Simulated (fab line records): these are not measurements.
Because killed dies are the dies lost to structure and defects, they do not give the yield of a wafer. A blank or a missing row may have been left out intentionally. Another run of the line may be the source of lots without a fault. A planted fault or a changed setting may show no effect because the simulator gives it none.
Matching of chambers | flow nand_harc | NHARC_A_SGD_CUT_ETCHBACK_24 on rie_diel-06 has 4 sister chambers
The step etches the open film in CH3F/O2, target depth 50 nm, time 92.857 s. 14 wafers are shown with their chamber, then 7 later ones without.

WAFERS WITH THEIR CHAMBER
wafer  | chamber | showerhead_plenum_p_Torr (Torr) | drypump_motor_current_A (A) | rf_vpp_V (V)
L075.1 | 0       | 2.60                            | 5.30                        | 246.2
L075.4 | 1       | 2.48                            | 5.59                        | 244.4
L075.5 | 2       | 2.54                            | 5.89                        | 245.4
L080.3 | 2       | 2.54                            | 5.85                        | 245.3
L080.4 | 0       | 2.60                            | 5.30                        | 245.4
L080.5 | 0       | 2.60                            | 5.30                        | 246.1
L081.2 | 1       | 2.48                            | 5.59                        | 245.7
L081.5 | 3       | 2.37                            | 5.57                        | 244.3
L081.6 | 2       | 2.54                            | 5.85                        | 246.7
L084.1 | 1       | 2.48                            | 5.58                        | 244.1
L084.3 | 2       | 2.53                            | 5.84                        | 246.2
L084.4 | 3       | 2.37                            | 5.57                        | 243.1
L085.4 | 1       | 2.48                            | 5.57                        | 244.6
L085.5 | 2       | 2.53                            | 5.85                        | 245.3

SIGNATURES (averages over the wafers above)
reading                  | chamber 0 | chamber 1 | chamber 2 | chamber 3 | scatter within a chamber
showerhead_plenum_p_Torr | 2.6000    | 2.4800    | 2.5360    | 2.3700    | 0.00346
drypump_motor_current_A  | 5.3000    | 5.5825    | 5.8560    | 5.5700    | 0.0134
rf_vpp_V                 | 245.900   | 244.700   | 245.780   | 243.700   | 0.647
Rule: distance of a wafer from a chamber = root of the sum over the readings of ((wafer's reading minus chamber's mean) / reading's scatter) squared. The wafer belongs to the nearest chamber; if the next one is less than 2 further off, it can't be placed. How the scatter is found: for the shown wafers, subtract from each reading the mean of its chamber, square and add these, divide the total by (wafers less chambers), then take the root.

WAFERS WITH NO CHAMBER GIVEN
wafer  | showerhead_plenum_p_Torr (Torr) | drypump_motor_current_A (A) | rf_vpp_V (V)
L085.6 | 2.60                            | 5.30                        | 246.9
L086.1 | 2.47                            | 5.62                        | 245.1
L086.2 | 2.60                            | 5.28                        | 246.2
L086.3 | 2.53                            | 5.84                        | 245.9
L095.1 | 2.60                            | 5.30                        | 245.9
L095.2 | 2.47                            | 5.59                        | 245.4
L095.4 | 2.53                            | 5.87                        | 246.0

EACH ONE'S CHAMBER
wafer  | from the rows above | in truth
L085.6 | 0                   | 0
L086.1 | 1                   | 1
L086.2 | 0                   | 0
L086.3 | 2                   | 2
L095.1 | 0                   | 0
L095.2 | 1                   | 1
L095.4 | 2                   | 2
7 of 7 placed correctly. Number that these rows cannot place: 0. Wrongly placed: 0.
